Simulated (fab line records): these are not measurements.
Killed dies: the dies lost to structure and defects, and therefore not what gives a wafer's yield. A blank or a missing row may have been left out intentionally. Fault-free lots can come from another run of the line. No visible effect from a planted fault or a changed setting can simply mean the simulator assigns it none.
fab line records | flow n5Finfet
record: lots: 6 | wafers: 18 | lastDay: 17
route steps=1938 shown MIM_BOT_LITHO@1855 MIM_BOT_ETCH@1866 PASSIVATION@1936
lots untouched by any fault: they come from a run of this same line in which no faults occurred
startH: the number of hours between the record's first day and the start of the first shown wafer of the lot | waitH: hours elapsed since this lot's preceding step | " the same as in the row above | L1.1+2: a row that stands for several wafers | - no value, or no start was given | * or withheld: withheld | < > ~ a bound
route shown NAME@n: names a module that has steps shown in the file, with the first one's number in the route | usual: the fault-free wafers' mean and standard deviation | same: alike in all rows | chamber/n: place in a boat | sites: the reading at each site | _std_site: their standard deviation | _edge_site: the outer-site mean with the inner-site mean subtracted | radiusMm: for every site, how far away it sits from the centre of the wafer | mask NAME#n: copy n | behind: the last tool/chamber to shape the wafer | hold: cause of the lot's hold/its duration in hours/its outcome | device: names the non-switching transistor (n, p or np) | end of line: the route-end tests of the same wafers | a step without rows: its recipe alone | killed: at the first sort, the dies lost to defects and structure; wafer yield is something else | map: shows each die of a wafer: x if killed, . if not, _ if none is there
set.NAME: the setting the step ran with; set.NAME@STEP: the setting that earlier step ran with | model.NAME: the simulator's own value behind a step, which no gauge read
a table for each step, a row for each wafer; lots at some steps of the route
services: from which hour (startH, from the record's first day; less than 0 if before it) a tool's chamber was out of use, for how many hours, and why
== steps ==
step: N5_MIM_BOT_LITHO_COAT_02
recipe: spinRpm: * | resistThkNm: *
step: N5_MIM_BOT_LITHO_EBR_04
recipe: solvent: PGMEA | ebrWidthMm: 1.5
step: N5_MIM_BOT_LITHO_SOFTBAKE_03
recipe: tempC: 100 | timeS: 90
step: N5_MIM_BOT_LITHO_EXPOSE_05
recipe: maskId: MIM_BOT | na: 0.55 | sourceShape: conventional | sigmaOuter: 0.8 | polarization: unpolarized | doseMj: 24.25
step: N5_MIM_BOT_LITHO_PEB_06
recipe: pebTempC: withheld | pebTimeS: *
step: N5_MIM_BOT_LITHO_DEVELOP_07
recipe: developTimeS: 60 | rinseLiquid: diw | dry: airSpin | devTempC: 21
step: N5_MIM_BOT_LITHO_HARDBAKE_09
recipe: tempC: 130 | timeS: 120
step: N5_MIM_BOT_LITHO_CD_MEAS_08
recipe: targetCdNm: 3000 | landingEnergyEv: 500 | detector: seInlens | polarity: opening
usual: cdNm: 2999.1/1.9
lot.wafer | tool     | chamber | startH | waitH | cdNm
L650.1    | cdSem-03 | 0       | 278.41 | -     | 2999.4
L650.2    | "        | 0       | "      | "     | 3000.6
L650.3    | "        | 0       | "      | "     | 3000.5
L651.1    | cdSem-03 | 0       | 284.34 | -     | 2996.5
L651.3    | "        | 0       | "      | "     | 2997.9
L651.5    | "        | 0       | "      | "     | 2998.1
L660.2    | cdSem-01 | 0       | 336.68 | -     | 2999.3
L660.4    | "        | 0       | "      | "     | 3000.3
L660.5    | "        | 0       | "      | "     | 2997.7
L661.3    | cdSem-01 | 0       | 339.80 | -     | 2999.4
L661.4    | "        | 0       | "      | "     | 3000.3
L661.5    | "        | 0       | "      | "     | 2998.1
L668.1    | cdSem-01 | 0       | 382.40 | -     | 2998.6
L668.3    | "        | 0       | "      | "     | 2997.9
L668.4    | "        | 0       | "      | "     | 2999.7
L667.1    | cdSem-01 | 0       | 387.37 | -     | 3001.0
L667.2    | "        | 0       | "      | "     | 2999.4
L667.4    | "        | 0       | "      | "     | 2999.8
step: N5_MIM_BOT_LITHO_OVL_MEAS_11
recipe: pointsPerWafer: 44
usual: MIM_BOT_OVL: -1/4.7
lot.wafer | tool       | chamber | startH | waitH | MIM_BOT_OVL[nm]
L650.1    | overlay-02 | 0       | 278.44 | 0.0   | 1
L650.2    | "          | 0       | "      | "     | -3
L650.3    | "          | 0       | "      | "     | 3
L651.1    | overlay-01 | 0       | 284.37 | 0.0   | -4
L651.3    | "          | 0       | "      | "     | -1
L651.5    | "          | 0       | "      | "     | -5
L660.2    | overlay-01 | 0       | 336.71 | 0.0   | 4
L660.4    | "          | 0       | "      | "     | 6
L660.5    | "          | 0       | "      | "     | 3
L661.3    | overlay-02 | 0       | 339.83 | 0.0   | -3
L661.4    | "          | 0       | "      | "     | 3
L661.5    | "          | 0       | "      | "     | -1
L668.1    | overlay-01 | 0       | 382.43 | 0.0   | -1
L668.3    | "          | 0       | "      | "     | -2
L668.4    | "          | 0       | "      | "     | -3
L667.1    | overlay-02 | 0       | 387.41 | 0.0   | 4
L667.2    | "          | 0       | "      | "     | 5
L667.4    | "          | 0       | "      | "     | 4
step: N5_MIM_BOT_LITHO_INSPECT_12
recipe: mode: adi | inspectInstrument: macro
usual: rawDefectCount: 2.0/1.3
lot.wafer | tool             | chamber | startH | waitH | rawDefectCount
L650.1    | defectInspect-02 | -       | 278.47 | 0.0   | 1
L650.2    | "                | -       | "      | "     | 3
L650.3    | "                | -       | "      | "     | 0
L651.1    | defectInspect-01 | -       | 284.39 | 0.0   | 2
L651.3    | "                | -       | "      | "     | 1
L651.5    | "                | -       | "      | "     | 1
L660.2    | defectInspect-02 | -       | 336.74 | 0.0   | 1
L660.4    | "                | -       | "      | "     | 1
L660.5    | "                | -       | "      | "     | 3
L661.3    | defectInspect-02 | -       | 339.85 | 0.0   | 4
L661.4    | "                | -       | "      | "     | 3
L661.5    | "                | -       | "      | "     | 3
L668.1    | defectInspect-01 | -       | 382.46 | 0.0   | 1
L668.3    | "                | -       | "      | "     | 2
L668.4    | "                | -       | "      | "     | 1
L667.1    | defectInspect-01 | -       | 387.43 | 0.0   | 2
L667.2    | "                | -       | "      | "     | 2
L667.4    | "                | -       | "      | "     | 3
step: N5_MIM_BOT_LITHO_DESCUM_10
recipe: chemistry: O2 | timeS: 7.9 | sourcePowerW: 50 | biasPowerW: 20 | pressureMtorr: 20 | rfFrequencyHz: 2.712e+07 | tempC: 40 | o2FlowSccm: 225
usual: drypumpMotorCurrentA: 5.7/0.38 | o2FlowSccm: 225.0/0.7 | oesProductAu: 0.81/0.085 | rfVppV: 243.4/1.5 | showerheadPlenumPTorr: 2.11/0.083 | throttleValvePct: 20.26/0.17
lot.wafer | tool       | chamber | startH | waitH | drypumpMotorCurrentA | o2FlowSccm | oesProductAu | rfHoursCounterH | rfVppV | showerheadPlenumPTorr | throttleValvePct
L650.1    | rieDiel-02 | 2       | 278.50 | 0.0   | 5.9                  | 224.9      | 1.00         | 1               | 244.8  | 2.23                  | 20.33
L650.2    | "          | 3       | "      | "     | 5.7                  | 225.2      | 0.92         | 16              | 244.2  | 2.14                  | 19.89
L650.3    | "          | 0       | "      | "     | 5.3                  | 225.2      | 0.70         | 228             | 242.2  | 2.06                  | 20.29
L651.1    | rieDiel-04 | 0       | 284.43 | 0.0   | 5.7                  | 226.2      | 0.86         | 64              | 245.5  | 2.20                  | 20.16
L651.3    | "          | 3       | "      | "     | 5.8                  | 225.3      | 0.69         | 204             | 242.2  | 2.06                  | 20.21
L651.5    | "          | 0       | "      | "     | 5.7                  | 225.7      | 0.86         | -               | 244.4  | 2.20                  | 20.17
L660.2    | rieDiel-04 | 2       | 336.77 | 0.0   | 5.8                  | 226.3      | 0.77         | 134             | 241.4  | 2.01                  | 20.25
L660.4    | "          | 3       | "      | "     | 5.8                  | 225.4      | 0.70         | 227             | 244.3  | 2.05                  | 20.23
L660.5    | "          | 3       | "      | "     | 5.8                  | 225.4      | 0.70         | -               | 245.4  | 2.05                  | 20.25
L661.3    | rieDiel-01 | 2       | 339.89 | 0.0   | 6.4                  | 225.1      | 0.82         | 100             | 246.1  | 2.21                  | 20.40
L661.4    | "          | 0       | "      | "     | 4.9                  | 224.8      | 0.69         | 245             | 242.0  | 2.07                  | 20.71
L661.5    | "          | 3       | "      | "     | 4.9                  | 225.1      | 0.80         | -               | 245.9  | 2.20                  | 20.28
L668.1    | rieDiel-02 | 2       | 382.50 | 0.0   | 5.9                  | 226.0      | 0.89         | 42              | 243.9  | 2.21                  | 20.42
L668.3    | "          | 0       | "      | "     | 5.3                  | 225.1      | 0.93         | 9               | 242.4  | 2.05                  | 19.92
L668.4    | "          | 1       | "      | "     | 5.6                  | 224.5      | 0.71         | 209             | 241.8  | 1.98                  | 20.38
L667.1    | rieDiel-01 | 2       | 387.46 | 0.0   | 6.4                  | 225.6      | 0.80         | 116             | 244.0  | 2.20                  | 20.44
L667.2    | "          | 1       | "      | "     | 5.3                  | 225.7      | 0.84         | 52              | 241.9  | 2.05                  | 20.39
L667.4    | "          | 1       | "      | "     | 5.3                  | 225.1      | 0.84         | -               | 242.7  | 2.05                  | 20.42
step: N5_MIM_BOT_ETCH_ETCH_04
recipe: chemistry: CF4/O2 | target: SiNx | targetDepthA: 260 | timeS: 13 | ionEnergyEv: 100 | pressureMtorr: 40 | sourceW: 535 | biasW: 49 | Ar_flow_sccm: 100 | cf4FlowSccm: 100 | O2_flow_sccm: 10
usual: biasW: 49.00/0.13 | drypumpMotorCurrentA: 5.7/0.38 | mfcArSccm: 100.0/0.31 | oesProductAu: 0.81/0.084 | rfVppV: 239/4.2 | showerheadPlenumPTorr: 2.23/0.078 | throttleValvePct: 15.89/0.16
lot.wafer | tool       | chamber | startH | waitH | biasW | drypumpMotorCurrentA | mfcArSccm | oesProductAu | rfHoursCounterH | rfVppV | showerheadPlenumPTorr | throttleValvePct
L650.1    | rieDiel-02 | 2       | 278.57 | 0.0   | 49.12 | 5.9                  | 100.5     | 0.99         | 1               | 236    | 2.34                  | 15.90
L650.2    | "          | 3       | "      | "     | 49.01 | 5.6                  | 100.1     | 0.93         | 16              | 242    | 2.27                  | 15.54
L650.3    | "          | 0       | "      | "     | 48.85 | 5.3                  | 100.4     | 0.71         | 228             | 236    | 2.19                  | 16.02
L651.1    | rieDiel-04 | 0       | 284.49 | 0.0   | 49.16 | 5.7                  | 100.0     | 0.85         | 64              | 246    | 2.32                  | 15.77
L651.3    | "          | 3       | "      | "     | 48.86 | 5.8                  | 100.1     | 0.71         | 204             | 239    | 2.19                  | 16.01
L651.5    | "          | 0       | "      | "     | 48.94 | 5.7                  | 100.0     | 0.85         | -               | 246    | 2.32                  | 15.77
L660.2    | rieDiel-04 | 2       | 336.84 | 0.0   | 48.97 | 5.8                  | 100.3     | 0.76         | 134             | 235    | 2.14                  | 15.93
L660.4    | "          | 3       | "      | "     | 48.74 | 5.8                  | 100.1     | 0.70         | 227             | 238    | 2.19                  | 16.05
L660.5    | "          | 3       | "      | "     | 48.91 | 5.8                  | 99.6      | 0.69         | -               | 238    | 2.19                  | 16.03
L661.3    | rieDiel-01 | 2       | 339.96 | 0.0   | 48.98 | 6.4                  | 99.9      | 0.80         | 100             | 247    | 2.32                  | 15.94
L661.4    | "          | 0       | "      | "     | 48.96 | 4.9                  | 100.2     | 0.67         | 246             | 245    | 2.17                  | 16.15
L661.5    | "          | 3       | "      | "     | 49.05 | 4.9                  | 100.1     | 0.79         | -               | 238    | 2.30                  | 15.80
L668.1    | rieDiel-02 | 2       | 382.56 | 0.0   | 49.02 | 5.9                  | 100.3     | 0.88         | 42              | 236    | 2.33                  | 15.98
L668.3    | "          | 0       | "      | "     | 49.09 | 5.3                  | 100.1     | 0.96         | 9               | 237    | 2.18                  | 15.62
L668.4    | "          | 1       | "      | "     | 49.06 | 5.6                  | 100.2     | 0.72         | 209             | 240    | 2.11                  | 16.02
L667.1    | rieDiel-01 | 2       | 387.53 | 0.0   | 49.26 | 6.4                  | 99.5      | 0.78         | 116             | 248    | 2.31                  | 15.95
L667.2    | "          | 1       | "      | "     | 49.00 | 5.3                  | 100.0     | 0.84         | 52              | 243    | 2.15                  | 15.89
L667.4    | "          | 1       | "      | "     | 48.77 | 5.3                  | 99.7      | 0.84         | -               | 244    | 2.15                  | 15.90
step: N5_MIM_BOT_ETCH_ETCH_03
recipe: chemistry: Cl2/BCl3 | targetDepthA: 120 | pressureMtorr: 8 | icpW: 800 | biasW: 100 | Cl2_flow_sccm: 20 | bcl3FlowSccm: 80
usual: biasW: 100.0/0.31 | drypumpMotorCurrentA: 5.5/0.33 | heBacksideLeakSccm: 3.3/0.32 | oesProductAu: 0.76/0.091 | throttleValvePct: 27.53/0.24
lot.wafer | tool        | chamber | startH | waitH | biasW | drypumpMotorCurrentA | heBacksideLeakSccm | oesProductAu | rfHoursCounterH | throttleValvePct | model.etch.depthNm
L650.1    | rieMetal-03 | 1       | 278.66 | 0.1   | 99.6  | 5.5                  | 3.7                | 0.87         | 12              | 27.47            | 11.97
L650.2    | "           | 0       | "      | "     | 99.9  | 6.0                  | 3.1                | 0.72         | 71              | 27.73            | 12.4
L650.3    | "           | 1       | "      | "     | 99.7  | 5.5                  | 3.6                | 0.86         | -               | 27.49            | 11.87
L651.1    | rieMetal-02 | 1       | 284.58 | 0.1   | 99.9  | 5.5                  | 3.3                | 0.66         | 96              | 27.28            | 11.59
L651.3    | "           | 1       | "      | "     | 99.9  | 5.5                  | 3.1                | 0.66         | -               | 27.28            | 11.54
L651.5    | "           | 0       | "      | "     | 99.6  | 5.2                  | 3.5                | 0.81         | -               | 27.26            | 11.65
L660.2    | rieMetal-02 | 1       | 336.93 | 0.1   | 82.2  | 5.6                  | 3.3                | 0.62         | 102             | 27.29            | 10.81
L660.4    | "           | 1       | "      | "     | 81.9  | 5.5                  | 3.4                | 0.61         | -               | 27.28            | 10.69
L660.5    | "           | 1       | "      | "     | 81.8  | 5.5                  | 3.3                | 0.63         | -               | 27.29            | 10.88
L661.3    | rieMetal-02 | 0       | 340.08 | 0.1   | 100.7 | 5.2                  | 3.2                | 0.78         | -               | 27.28            | 11.63
L661.4    | "           | 1       | "      | "     | 82.5  | 5.5                  | 3.2                | 0.62         | -               | 27.28            | 10.9
L661.5    | "           | 1       | "      | "     | 82.1  | 5.5                  | 3.5                | 0.62         | -               | 27.28            | 10.84
L668.1    | rieMetal-03 | 1       | 382.65 | 0.1   | 100.3 | 5.5                  | 3.3                | 0.84         | 20              | 27.49            | 12.15
L668.3    | "           | 1       | "      | "     | 100.0 | 5.5                  | 3.4                | 0.84         | -               | 27.49            | 12.15
L668.4    | "           | 0       | "      | "     | 99.9  | 6.0                  | 3.2                | 0.70         | -               | 27.75            | 12.46
L667.1    | rieMetal-03 | 0       | 387.63 | 0.1   | 100.1 | 6.0                  | 3.1                | 0.70         | 80              | 27.75            | 12.41
L667.2    | "           | 1       | "      | "     | 99.9  | 5.5                  | 3.3                | 0.84         | 20              | 27.50            | 12.18
L667.4    | "           | 0       | "      | "     | 100.4 | 6.0                  | 3.1                | 0.70         | -               | 27.75            | 12.44
step: N5_MIM_BOT_ETCH_ETCH_00
recipe: chemistry: Cl2/BCl3 | target: TiN | targetDepthA: 455 | ionEnergyEv: 150 | pressureMtorr: 10 | icpW: 1000 | biasW: 126 | Cl2_flow_sccm: 53.25 | bcl3FlowSccm: 21.75 | Ar_flow_sccm: 25
usual: biasW: 126.0/0.35 | drypumpMotorCurrentA: 5.5/0.33 | heBacksideLeakSccm: 3.28/0.2 | mfcArSccm: 25.00/0.078 | oesProductAu: 0.76/0.091 | throttleValvePct: 21.95/0.21
lot.wafer | tool        | chamber | startH | waitH | biasW | drypumpMotorCurrentA | heBacksideLeakSccm | mfcArSccm | oesProductAu | rfHoursCounterH | throttleValvePct
L650.1    | rieMetal-03 | 1       | 278.75 | 0.1   | 126.0 | 5.5                  | 3.04               | 25.06     | 0.86         | 12              | 21.89
L650.2    | "           | 0       | "      | "     | 126.2 | 6.0                  | 3.29               | 24.97     | 0.73         | 71              | 22.11
L650.3    | "           | 1       | "      | "     | 125.9 | 5.5                  | 3.25               | 25.02     | 0.87         | -               | 21.86
L651.1    | rieMetal-02 | 1       | 284.67 | 0.1   | 126.0 | 5.5                  | 3.32               | 24.99     | 0.65         | 96              | 21.78
L651.3    | "           | 1       | "      | "     | 125.4 | 5.6                  | 3.19               | 25.06     | 0.66         | -               | 21.75
L651.5    | "           | 0       | "      | "     | 126.0 | 5.2                  | 3.08               | 25.12     | 0.81         | -               | 21.74
L660.2    | rieMetal-02 | 1       | 337.02 | 0.1   | 126.0 | 5.5                  | 3.18               | 24.99     | 0.64         | 102             | 21.78
L660.4    | "           | 1       | "      | "     | 125.4 | 5.6                  | 3.11               | 24.99     | 0.64         | -               | 21.79
L660.5    | "           | 1       | "      | "     | 125.1 | 5.5                  | 3.26               | 24.91     | 0.65         | -               | 21.77
L661.3    | rieMetal-02 | 0       | 340.18 | 0.1   | 126.2 | 5.1                  | 3.58               | 24.98     | 0.79         | -               | 21.77
L661.4    | "           | 1       | "      | "     | 125.6 | 5.5                  | 3.28               | 25.07     | 0.65         | -               | 21.78
L661.5    | "           | 1       | "      | "     | 125.6 | 5.5                  | 3.32               | 25.12     | 0.65         | -               | 21.75
L668.1    | rieMetal-03 | 1       | 382.74 | 0.1   | 126.0 | 5.5                  | 3.32               | 24.98     | 0.85         | 20              | 21.87
L668.3    | "           | 1       | "      | "     | 126.8 | 5.5                  | 3.46               | 25.08     | 0.84         | -               | 21.88
L668.4    | "           | 0       | "      | "     | 125.9 | 6.0                  | 3.26               | 25.01     | 0.71         | -               | 22.13
L667.1    | rieMetal-03 | 0       | 387.72 | 0.1   | 125.9 | 6.0                  | 3.35               | 25.10     | 0.71         | 80              | 22.14
L667.2    | "           | 1       | "      | "     | 126.2 | 5.5                  | 3.17               | 24.97     | 0.84         | 20              | 21.86
L667.4    | "           | 0       | "      | "     | 126.0 | 6.0                  | 3.33               | 25.06     | 0.70         | -               | 22.13
step: N5_PASSIVATION_PROBE_49
usual: defectLimitedYield: 91.1/1.4 | killed_at_M0_to_M3: 32/9.3 | killed_at_M4_up: 13/5.8 | killedAtContacts: 12/6.3 | killedAtFrontEnd: 44/12 | killedAtOther: 3.6/2.7 | killedDies: 104/17 | killedOpen: 69/13 | killedShort: 34/6.9 | sort_bin_4_leakage: 0.00/0.031 | sort_bin_5_function: 5.2/0.98 | sort_bin_6_memory: 3.3/0.59 | sort_bin_8_speed: 0.01/0.039 | sortNPass: 1075/17 | sortYieldPct: 91.1/1.4
same: grossDies: 1180 | killedAtBackSide: 0
lot.wafer | tool      | chamber | startH | waitH | defectLimitedYield[%] | killed_at_M0_to_M3 | killed_at_M4_up | killedAtContacts | killedAtFrontEnd | killedAtOther | killedDies | killedOpen | killedShort | sort_bin_4_leakage[%] | sort_bin_5_function[%] | sort_bin_6_memory[%] | sort_bin_8_speed[%] | sortNPass | sortYieldPct[%]
L650.1    | prober-01 | -       | 287.94 | 0.0   | 89.7                  | 36                 | 16              | 8                | 55               | 6             | 121        | 86         | 34          | 0                     | 5.6                    | 4.4                  | 0                   | 1059      | 89.7
L650.2    | prober-01 | -       | 287.99 | 0.1   | 88.8                  | 45                 | 15              | 13               | 54               | 5             | 132        | 80         | 50          | 0                     | 6.8                    | 3.7                  | 0                   | 1048      | 88.8
L650.3    | prober-01 | -       | 288.04 | 0.1   | 90.3                  | 39                 | 9               | 9                | 53               | 4             | 114        | 65         | 49          | 0                     | 4.8                    | 4.6                  | 0                   | 1066      | 90.3
L651.1    | prober-01 | -       | 292.60 | 0.0   | 91.0                  | 43                 | 11              | 7                | 45               | 0             | 106        | 84         | 22          | 0                     | 5.8                    | 3.1                  | 0                   | 1074      | 91.0
L651.3    | prober-01 | -       | 292.70 | 0.1   | 92.7                  | 25                 | 12              | 12               | 35               | 2             | 86         | 57         | 28          | 0                     | 3.9                    | 3.3                  | 0                   | 1094      | 92.7
L651.5    | prober-01 | -       | 292.80 | 0.2   | 92.7                  | 22                 | 4               | 3                | 55               | 2             | 86         | 44         | 36          | 0                     | 3.5                    | 2.8                  | 0                   | 1094      | 92.7
L661.3    | prober-02 | -       | 351.38 | 0.1   | 91.9                  | 36                 | 9               | 6                | 41               | 3             | 95         | 65         | 30          | 0                     | 4.1                    | 3.6                  | 0                   | 1085      | 91.9
L661.4    | prober-02 | -       | 351.43 | 0.2   | 91.8                  | 38                 | 3               | 12               | 44               | 0             | 97         | 61         | 36          | 0                     | 5.8                    | 2.1                  | 0                   | 1083      | 91.8
L661.5    | prober-02 | -       | 351.48 | 0.2   | 92.3                  | 27                 | 9               | 13               | 38               | 4             | 91         | 56         | 34          | 0                     | 4.7                    | 2.8                  | 0                   | 1089      | 92.3
L668.1    | prober-01 | -       | 392.15 | 0.0   | 89.9                  | 37                 | 15              | 15               | 46               | 6             | 119        | 83         | 36          | 0                     | 6.2                    | 3.0                  | 0                   | 1061      | 89.9
L668.3    | prober-01 | -       | 392.25 | 0.1   | 93.0                  | 29                 | 6               | 16               | 30               | 2             | 83         | 56         | 27          | 0                     | 4.2                    | 2.5                  | 0                   | 1097      | 93.0
L668.4    | prober-01 | -       | 392.30 | 0.2   | 90.5                  | 27                 | 15              | 21               | 43               | 6             | 112        | 77         | 32          | 0                     | 5.4                    | 3.5                  | 0                   | 1068      | 90.5
L667.1    | prober-01 | -       | 398.17 | 0.0   | 91.2                  | 24                 | 14              | 18               | 43               | 5             | 104        | 62         | 35          | 0.25                  | 5.5                    | 2.8                  | 0                   | 1073      | 90.9
L667.2    | prober-01 | -       | 398.22 | 0.1   | 93.1                  | 18                 | 10              | 17               | 36               | 1             | 82         | 57         | 25          | 0                     | 3.9                    | 2.5                  | 0                   | 1098      | 93.1
L667.4    | prober-01 | -       | 398.32 | 0.2   | 92.3                  | 28                 | 14              | 14               | 35               | 0             | 91         | 62         | 27          | 0.25                  | 4.6                    | 2.8                  | 0                   | 1086      | 92.0
killed by level:class
L650.1 FIN_SAQP:geometricParticle:open=20 STI_FIN_REVEAL:geometricParticle:open=12 BEOL_M1:geometricParticle:open=10 BEOL_M0:geometricParticle:open=10 FIN_SAQP:geometricParticle:short=8 BEOL_M4:geometricParticle:open=7 MOL_CONTACT_COAG:geometricParticle:open=6 GATE_CUT:geometricParticle:short=5
L650.2 FIN_SAQP:geometricParticle:short=19 FIN_SAQP:geometricParticle:open=11 MOL_CONTACT_COAG:geometricParticle:open=11 BEOL_M0_SAQP:geometricParticle:open=9 BEOL_M0_SAQP:geometricParticle:short=8 BEOL_M1:geometricParticle:open=8 BEOL_M2:geometricParticle:open=8 STI_FIN_REVEAL:geometricParticle:open=6
L650.3 FIN_SAQP:geometricParticle:short=20 FIN_SAQP:geometricParticle:open=15 BEOL_M1:geometricParticle:open=10 BEOL_M0_SAQP:geometricParticle:short=7 MOL_CONTACT_COAG:geometricParticle:open=7 BEOL_M2:geometricParticle:short=7 STI_FIN_REVEAL:geometricParticle:open=6 BEOL_M0_SAQP:geometricParticle:open=6
L651.1 FIN_SAQP:geometricParticle:open=24 BEOL_M2:geometricParticle:open=13 BEOL_M3:geometricParticle:open=10 FIN_SAQP:geometricParticle:short=7 BEOL_M0_SAQP:geometricParticle:open=7 MOL_CONTACT_COAG:geometricParticle:open=5 BEOL_M1:geometricParticle:open=4 BEOL_M4:geometricParticle:open=4
L651.3 MOL_CONTACT_COAG:geometricParticle:open=10 FIN_SAQP:geometricParticle:open=9 FIN_SAQP:geometricParticle:short=8 BEOL_M0_SAQP:geometricParticle:short=8 STI_FIN_REVEAL:geometricParticle:open=6 DUMMY_GATE:geometricParticle:open=5 BEOL_M3:geometricParticle:open=4 ILD0:geometricParticle:open=3
L651.5 FIN_SAQP:geometricParticle:short=19 FIN_SAQP:geometricParticle:open=15 HKMG_FIN:areaEtch=6 STI_FIN_REVEAL:geometricParticle:open=5 BEOL_M0_SAQP:geometricParticle:short=5 GATE_CUT:geometricParticle:open=3 BEOL_M0:geometricParticle:open=3 BEOL_M1:geometricParticle:open=3
L661.3 BEOL_M0_SAQP:geometricParticle:open=15 FIN_SAQP:geometricParticle:open=14 BEOL_M3:geometricParticle:open=9 FIN_SAQP:geometricParticle:short=7 DUMMY_GATE:geometricParticle:open=7 MOL_CONTACT_COAG:geometricParticle:open=6 BEOL_M0_SAQP:geometricParticle:short=6 DUMMY_GATE:geometricParticle:short=3
L661.4 FIN_SAQP:geometricParticle:short=14 MOL_CONTACT_COAG:geometricParticle:open=11 FIN_SAQP:geometricParticle:open=10 BEOL_M3:geometricParticle:open=8 BEOL_M0_SAQP:geometricParticle:open=8 DUMMY_GATE:geometricParticle:open=7 BEOL_M0_SAQP:geometricParticle:short=7 BEOL_M1:geometricParticle:open=5
L661.5 MOL_CONTACT_COAG:geometricParticle:open=13 FIN_SAQP:geometricParticle:open=12 FIN_SAQP:geometricParticle:short=9 GATE_CUT:geometricParticle:short=5 BEOL_M1:geometricParticle:short=5 BEOL_M1:geometricParticle:open=4 STARTING-WAFER:geometricParticle:open=4 DUMMY_GATE:geometricParticle:open=3
L668.1 STI_FIN_REVEAL:geometricParticle:open=14 MOL_CONTACT_COAG:geometricParticle:open=13 FIN_SAQP:geometricParticle:short=9 BEOL_M0_SAQP:geometricParticle:open=9 BEOL_M3:geometricParticle:open=8 BEOL_M1:geometricParticle:open=7 BEOL_M2:geometricParticle:open=7 BEOL_M0_SAQP:geometricParticle:short=6
L668.3 MOL_CONTACT_COAG:geometricParticle:open=14 BEOL_M0_SAQP:geometricParticle:open=9 BEOL_M0_SAQP:geometricParticle:short=7 BEOL_M2:geometricParticle:open=5 FIN_SAQP:geometricParticle:open=4 STI_FIN_REVEAL:geometricParticle:open=4 DUMMY_GATE:geometricParticle:open=4 BEOL_M3:geometricParticle:open=4
L668.4 MOL_CONTACT_COAG:geometricParticle:open=18 FIN_SAQP:geometricParticle:open=10 BEOL_M0_SAQP:geometricParticle:short=8 BEOL_M7:geometricParticle:open=8 GATE_CUT:geometricParticle:short=7 BEOL_M2:geometricParticle:open=7 FIN_SAQP:geometricParticle:short=6 STI_FIN_REVEAL:geometricParticle:open=6
L667.1 FIN_SAQP:geometricParticle:open=11 MOL_CONTACT_COAG:geometricParticle:open=11 GATE_CUT:geometricParticle:short=7 MOL_CONTACT_COAG:geometricParticle:short=7 FIN_SAQP:geometricParticle:short=6 BEOL_M3:geometricParticle:open=6 BEOL_M2:geometricParticle:open=6 HKMG_FIN:areaEtch=5
L667.2 MOL_CONTACT_COAG:geometricParticle:open=15 FIN_SAQP:geometricParticle:open=13 FIN_SAQP:geometricParticle:short=7 BEOL_M4:geometricParticle:open=7 GATE_CUT:geometricParticle:open=5 GATE_CUT:geometricParticle:short=4 BEOL_M0_SAQP:geometricParticle:open=4 BEOL_M0_SAQP:geometricParticle:short=4
L667.4 FIN_SAQP:geometricParticle:open=16 MOL_CONTACT_COAG:geometricParticle:open=7 MOL_CONTACT_COAG:geometricParticle:short=7 BEOL_M4:geometricParticle:open=7 BEOL_M1:geometricParticle:open=6 FIN_SAQP:geometricParticle:short=5 BEOL_M2:geometricParticle:open=5 BEOL_M0_SAQP:geometricParticle:short=4
== services ==
tool        | chamber | startH | hours | kind
rieMetal-02 | 0       | 294.22 | 2.1   | repair
rieDiel-02  | 1       | 300.39 | 15.4  | repair
rieDiel-02  | 3       | 305.25 | 2.1   | repair
rieDiel-04  | 1       | 308.27 | 2.9   | repair
rieDiel-04  | 0       | 311.57 | 9.9   | repair
rieDiel-02  | 0       | 338.41 | -     | clean
rieDiel-02  | 0       | 338.41 | -     | consumableReplace:focusRing
rieDiel-02  | 0       | 338.41 | 14.4  | scheduledDown
rieDiel-02  | 0       | 338.41 | 14.4  | ventCycle
rieDiel-04  | 3       | 346.23 | 10.6  | repair
rieDiel-04  | -       | 352.25 | 0.6   | repair
rieDiel-01  | 0       | 371.46 | 2.1   | repair
rieMetal-02 | 1       | 383.15 | -     | clean
rieMetal-02 | 1       | 383.15 | 30.5  | scheduledDown
rieMetal-02 | 1       | 383.15 | 30.5  | ventCycle
rieDiel-01  | 0       | 383.71 | 77.6  | repair
== key ==
firstSign: step: N5_MIM_BOT_ETCH_ETCH_03 | reading: biasW | direction: down | sigmas: 58 | usual: * | struck: *
effect none on later readings
modelEffect: step: N5_MIM_BOT_ETCH_ETCH_03 | value: etch.depthNm | without: 11.61 | struck: 10.83
metAt N5_MIM_BOT_ETCH_ETCH_03
struckWafers L660.2,L660.4,L660.5,L661.4,L661.5
onsetBetween 284.58 336.93
fault: kind: processParameterDrift | tool: rieMetal-02 | chamber: 1 | onsetH: 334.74 | steps: N5_MIM_BOT_ETCH_ETCH_03 | channel: biasW | offset: * | shape: step | endH: 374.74 | actsIn: * | stated: *
